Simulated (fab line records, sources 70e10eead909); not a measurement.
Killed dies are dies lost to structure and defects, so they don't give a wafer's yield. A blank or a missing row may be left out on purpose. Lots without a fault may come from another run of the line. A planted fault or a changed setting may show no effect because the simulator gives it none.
Which tool did it? | flow nand_harc | 7 lots, 21 wafers sampled, at 1 step of a route of 1302

WHAT THE GAUGES READ, wafer by wafer
NHARC_P_GATE_CD_MEAS_11: target cd 1640 nm.
lot  | measured     | on        | cd_nm (nm)
L146 | day 5 10:40  | cd_sem-01 | 1644.9 1639.9 1637.7
L148 | day 6 11:23  | cd_sem-01 | 1638.8 1638.7 1643.4
L152 | day 7 21:25  | cd_sem-03 | 1634.7 1638.8 1638.4
L157 | day 10 11:24 | cd_sem-03 | 1639.8 1639.5 1638.0
L160 | day 11 08:14 | cd_sem-01 | 1643.6 1640.0 1641.6
L163 | day 12 20:01 | cd_sem-03 | 1645.1 1646.2 1641.5
L166 | day 14 07:20 | cd_sem-03 | 1642.3 1638.4 1644.0

WHICH TOOL RAN EACH LOT (tool, then ch and the chambers of the sampled wafers, then the start)
The record holds no process step before these readings.

THE ANSWER, worked out from the rows above alone
Rule: what is usual is taken from the lots themselves. Put in order of their means at a reading, lots are off if they are a third of the lots or fewer, leave a main group of 4 or more, and stand apart from it by a gap of 3 or more times the standard deviation of the main group's means; of several such gaps the widest counts. A main group whose means are all the same, to the digits that the tables above print for the reading, isn't used. A lot without any number at a reading at which 4 lots or more have one is off too. The other lots that the step has rows for count as sound.
No lot is off at any reading shown: from this, nothing can be told.

WHAT THE SIMULATOR HAD PUT IN
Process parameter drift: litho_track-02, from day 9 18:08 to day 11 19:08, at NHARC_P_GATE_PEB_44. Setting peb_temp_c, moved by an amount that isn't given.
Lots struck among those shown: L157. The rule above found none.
